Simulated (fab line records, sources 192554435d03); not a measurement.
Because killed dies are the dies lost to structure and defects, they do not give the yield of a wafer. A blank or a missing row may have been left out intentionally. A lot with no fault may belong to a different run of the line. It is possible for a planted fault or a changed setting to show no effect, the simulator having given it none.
Which tool did it? | flow n5 finfet | Sampling: 10 lots, 30 wafers, 5 of 1938 route steps

== WHAT THE GAUGES SHOWED, per wafer ==
N5_BEOL_M2_CD_MEAS_28: target cd 26.2 nm, target cd y 24.1 nm. Usual: cd nm 26.19 nm, standard deviation 0.25.
lot  | measured     | on        | cd nm (nm)        | flag
L911 | day 6 12:29  | cd sem-03 | 25.68 25.93 26.36 |
L913 | day 7 03:47  | cd sem-03 | 26.59 26.45 26.62 |
L918 | day 8 11:34  | cd sem-02 | 26.19 26.32 26.36 |
L921 | day 9 18:55  | cd sem-01 | 26.08 26.21 26.00 |
L923 | day 10 16:36 | cd sem-03 | 25.95 26.45 25.93 |
L925 | day 10 22:22 | cd sem-03 | 26.39 25.92 26.24 |
L927 | day 10 22:39 | cd sem-01 | 26.79 26.34 26.13 |
L926 | day 11 02:57 | cd sem-01 | 25.77 26.17 26.07 |
L928 | day 11 03:26 | cd sem-01 | 26.03 25.92 26.13 |
L930 | day 11 19:59 | cd sem-02 | 25.86 26.43 26.30 |

N5_BEOL_M2_CD_MEAS_35: target cd 18 nm, target cd y 22.2 nm. Usual: cd nm 18.0 nm, standard deviation 0.32.
lot  | measured     | on        | cd nm (nm)     | flag
L911 | day 6 18:45  | cd sem-01 | 17.9 17.6 16.9 |
L913 | day 7 05:48  | cd sem-02 | 17.7 17.8 17.8 |
L918 | day 8 14:44  | cd sem-02 | 17.9 17.9 17.9 |
L921 | day 9 22:15  | cd sem-03 | 18.2 18.0 18.4 |
L923 | day 10 19:43 | cd sem-01 | 17.7 18.1 17.8 |
L925 | day 11 02:17 | cd sem-03 | 18.2 18.1 17.7 |
L927 | day 11 03:57 | cd sem-01 | 17.9 17.8 17.7 |
L926 | day 11 05:57 | cd sem-01 | 17.5 17.7 18.2 |
L928 | day 11 11:31 | cd sem-01 | 18.1 18.7 18.2 |
L930 | day 11 21:11 | cd sem-01 | 18.1 18.1 18.3 |

N5_BEOL_M4_RC_MEAS_101. Usual: DIBL_N 36.5 mV/V, standard deviation 1.4; DIBL_P 36.6 mV/V, standard deviation 1.9; IOFF_N 0.167 nA/um, standard deviation 0.029; IOFF_P 0.21 nA/um, standard deviation 0.033; ION_N 674 uA/um, standard deviation 12; ION_P 460 uA/um, standard deviation 8.9; SS_N 71.6 mV/dec, standard deviation 0.57; SS_P 73.4 mV/dec, standard deviation 0.61; VT_N 249 mV, standard deviation 3.3; VT_P -250 mV, standard deviation 3.3.
lot  | measured     | on        | DIBL_N (mV/V)  | DIBL_P (mV/V)  | IOFF_N (nA/um)    | IOFF_P (nA/um) | ION_N (uA/um) | ION_P (uA/um) | SS_N (mV/dec)  | SS_P (mV/dec)  | VT_N (mV)   | VT_P (mV)      | flag
L911 | day 7 20:03  | prober-01 | 34.9 34.5 37.4 | 35.9 35.7 37.8 | 0.152 0.133 0.186 | 0.17 0.18 0.20 | 682 660 670   | 454 449 453   | 71.5 71.4 72.5 | 73.3 73.7 73.2 | 250 251 244 | -254 -253 -253 |
L913 | day 8 13:14  | prober-02 | 36.0 34.5 36.4 | 37.2 34.3 36.9 | 0.162 0.130 0.145 | 0.23 0.19 0.22 | 693 667 659   | 478 460 457   | 71.3 71.4 72.1 | 72.9 72.8 73.6 | 252 253 252 | -252 -250 -250 |
L918 | day 9 18:21  | prober-02 | 36.2 35.3 37.7 | 35.3 35.3 38.0 | 0.164 0.157 0.191 | 0.18 0.18 0.23 | 669 678 679   | 453 457 467   | 72.0 71.5 72.2 | 72.7 73.0 74.1 | 249 248 245 | -253 -253 -249 |
L921 | day 10 17:23 | prober-01 | 37.6 36.9 36.2 | 37.8 38.0 36.3 | 0.174 0.172 0.153 | 0.24 0.26 0.22 | 669 694 684   | 461 477 468   | 71.9 71.3 71.9 | 73.7 73.5 73.2 | 250 248 249 | -250 -247 -247 |
L923 | day 11 21:37 | prober-02 | 36.3 36.7 35.4 | 35.4 35.9 33.3 | 0.172 0.179 0.136 | 0.21 0.22 0.17 | 667 674 656   | 456 460 450   | 71.7 71.3 71.5 | 74.1 74.2 72.9 | 248 249 255 | -250 -250 -254 |
L925 | day 12 01:44 | prober-01 | 37.8 36.9 35.8 | 38.8 37.7 36.3 | 0.196 0.180 0.148 | 0.22 0.21 0.19 | 677 685 670   | 460 464 461   | 71.7 71.3 71.3 | 73.6 73.5 73.9 | 245 247 249 | -248 -250 -252 |
L930 | day 13 01:34 | prober-02 | 36.3 35.6 35.4 | 36.5 36.2 35.1 | 0.160 0.138 0.140 | 0.20 0.20 0.19 | 671 660 673   | 456 451 459   | 72.0 71.5 70.9 | 74.1 73.5 74.4 | 248 254 252 | -253 -255 -253 |

== EACH LOT AND THE TOOL THAT RAN IT (in order: tool; ch and the chambers of the sampled wafers; start) ==
lot  | N5_BEOL_M2_STRIP_66                | N5_BEOL_M2_VIA_ETCH_34
L911 | rie diel-05 ch 2,3, day 6 11:56    | rie diel-06 ch 1,2, day 6 18:20
L913 | rie diel-05 ch 0,2,3, day 7 03:07  | rie diel-05 ch 1,2,3, day 7 05:18
L918 | rie diel-06 ch 1,3, day 8 11:01    | rie diel-02 ch 0,2,3, day 8 14:20
L921 | rie diel-02 ch 1,3, day 9 18:01    | rie diel-05 ch 1,2, day 9 21:51
L923 | rie diel-05 ch 1,2, day 10 14:55   | rie diel-06 ch 0,3, day 10 19:19
L925 | rie diel-05 ch 0,2, day 10 21:49   | rie diel-02 ch 0,1,3, day 11 01:53
L927 | rie diel-02 ch 1,2, day 10 22:06   | rie diel-02 ch 0,3, day 11 03:33
L926 | rie diel-06 ch 0,2,3, day 11 02:24 | rie diel-02 ch 0,2, day 11 05:32
L928 | rie diel-06 ch 0,1, day 11 02:54   | rie diel-05 ch 0,1,3, day 11 11:07
L930 | rie diel-02 ch 0,2, day 11 19:14   | rie diel-02 ch 0,1, day 11 20:46
- N5_BEOL_M2_STRIP_66: strips in CF4.
- N5_BEOL_M2_VIA_ETCH_34: etches the open film in C4F6/O2, target depth 69.4 nm, time 65.9 s.

== AS READ BY THE TOOLS THEMSELVES (means over the sampled wafers that have a number; for cases with no such wafer, the mark the record gives instead) ==
N5_BEOL_M2_STRIP_66. Usual: drypump motor current A 5.6 A, standard deviation 0.56; oes product au 0.78 a.u., standard deviation 0.083; rf vpp V 271.2 V, standard deviation 1.6; showerhead plenum p Torr 1.80 Torr, standard deviation 0.064; throttle valve pct 13.5 %, standard deviation 0.36.
lot  | tool        | drypump motor current A (A) | oes product au (a.u.) | rf vpp V (V) | showerhead plenum p Torr (Torr) | throttle valve pct (%) | flag
L911 | rie diel-05 | 5.5                         | 0.73                  | 270.2        | 1.78                            | 13.5                   |
L913 | rie diel-05 | 5.4                         | 0.77                  | 271.3        | 1.76                            | 13.4                   |
L918 | rie diel-06 | 6.1                         | 0.69                  | 272.1        | 1.83                            | 13.9                   |
L921 | rie diel-02 | 5.9                         | 0.73                  | 270.9        | 1.83                            | 13.7                   |
L923 | rie diel-05 | 5.4                         | 0.80                  | 271.5        | 1.78                            | 13.4                   |
L925 | rie diel-05 | 5.5                         | 0.77                  | 270.6        | 1.76                            | 13.4                   |
L927 | rie diel-02 | 5.8                         | 0.74                  | 272.6        | 1.86                            | 13.6                   |
L926 | rie diel-06 | 6.0                         | 0.74                  | 272.3        | 1.82                            | 13.8                   |
L928 | rie diel-06 | 5.0                         | 0.88                  | 272.8        | 1.85                            | 13.3                   |
L930 | rie diel-02 | 5.6                         | 0.80                  | 271.0        | 1.79                            | 13.3                   |

N5_BEOL_M2_VIA_ETCH_34. Usual: C4F6_flow_sccm 10.000 sccm, standard deviation 0.029; O2_flow_sccm 10.00 sccm, standard deviation 0.031; drypump motor current A 5.6 A, standard deviation 0.42; oes_o_777_au 0.80 a.u., standard deviation 0.076; oes product au 0.79 a.u., standard deviation 0.072; rf vpp V 667 V, standard deviation 17; showerhead plenum p Torr 2.84 Torr, standard deviation 0.076; throttle valve pct 30.5 %, standard deviation 0.35.
lot  | tool        | C4F6_flow_sccm (sccm) | O2_flow_sccm (sccm) | drypump motor current A (A) | oes_o_777_au (a.u.) | oes product au (a.u.) | rf vpp V (V) | showerhead plenum p Torr (Torr) | throttle valve pct (%) | flag
L911 | rie diel-06 | 10.009                | 10.02               | 6.0                         | 0.73                | 0.69                  | 641          | 2.75                            | 31.1                   |
L913 | rie diel-05 | 10.000                | 9.99                | 5.3                         | 0.83                | 0.82                  | 662          | 2.83                            | 30.5                   |
L918 | rie diel-02 | 9.981                 | 10.03               | 5.6                         | 0.85                | 0.84                  | 674          | 2.87                            | 30.3                   |
L921 | rie diel-05 | 10.003                | 9.96                | 5.3                         | 0.82                | 0.81                  | 662          | 2.84                            | 30.5                   |
L923 | rie diel-06 | 10.003                | 9.97                | 6.1                         | 0.76                | 0.75                  | 676          | 2.93                            | 30.6                   |
L925 | rie diel-02 | 9.967                 | 10.00               | 5.8                         | 0.77                | 0.76                  | 673          | 2.84                            | 30.6                   |
L927 | rie diel-02 | -                     | -                   | -                           | -                   | -                     | -            | -                               | -                      | OFF
L926 | rie diel-02 | -                     | -                   | -                           | -                   | -                     | -            | -                               | -                      | OFF
L928 | rie diel-05 | -                     | -                   | -                           | -                   | -                     | -            | -                               | -                      | OFF
L930 | rie diel-02 | 9.996                 | 10.01               | 5.8                         | 0.77                | 0.77                  | 675          | 2.81                            | 30.6                   |

== THE ANSWER, worked out from the rows above alone ==
Rule: take the mean of a lot's wafers that have a number; if it is more than 3 standard deviations from the usual mean, the lot is off. A lot without any number at a reading at which 4 lots or more have one is off too. Where the step has rows for the other lots, those lots are counted as sound. After the gauges, taken in route order, come the tools' own readings; for these a lot's mean is taken, as printed above. The first step at which some lot is off is used, and at that step the reading that is off furthest; a lot without a number counts as furthest.
Off: L927, L926, L928, at N5_BEOL_M2_VIA_ETCH_34 (C4F6_flow_sccm). Without a number there: L927, L926, L928.
A tool fits if, at that step or a process step before it, it ran every lot that is off, and no sound lot after the first of them. Not one of the candidates tried fits.

== WHAT HAD BEEN PUT IN BY THE SIMULATOR ==
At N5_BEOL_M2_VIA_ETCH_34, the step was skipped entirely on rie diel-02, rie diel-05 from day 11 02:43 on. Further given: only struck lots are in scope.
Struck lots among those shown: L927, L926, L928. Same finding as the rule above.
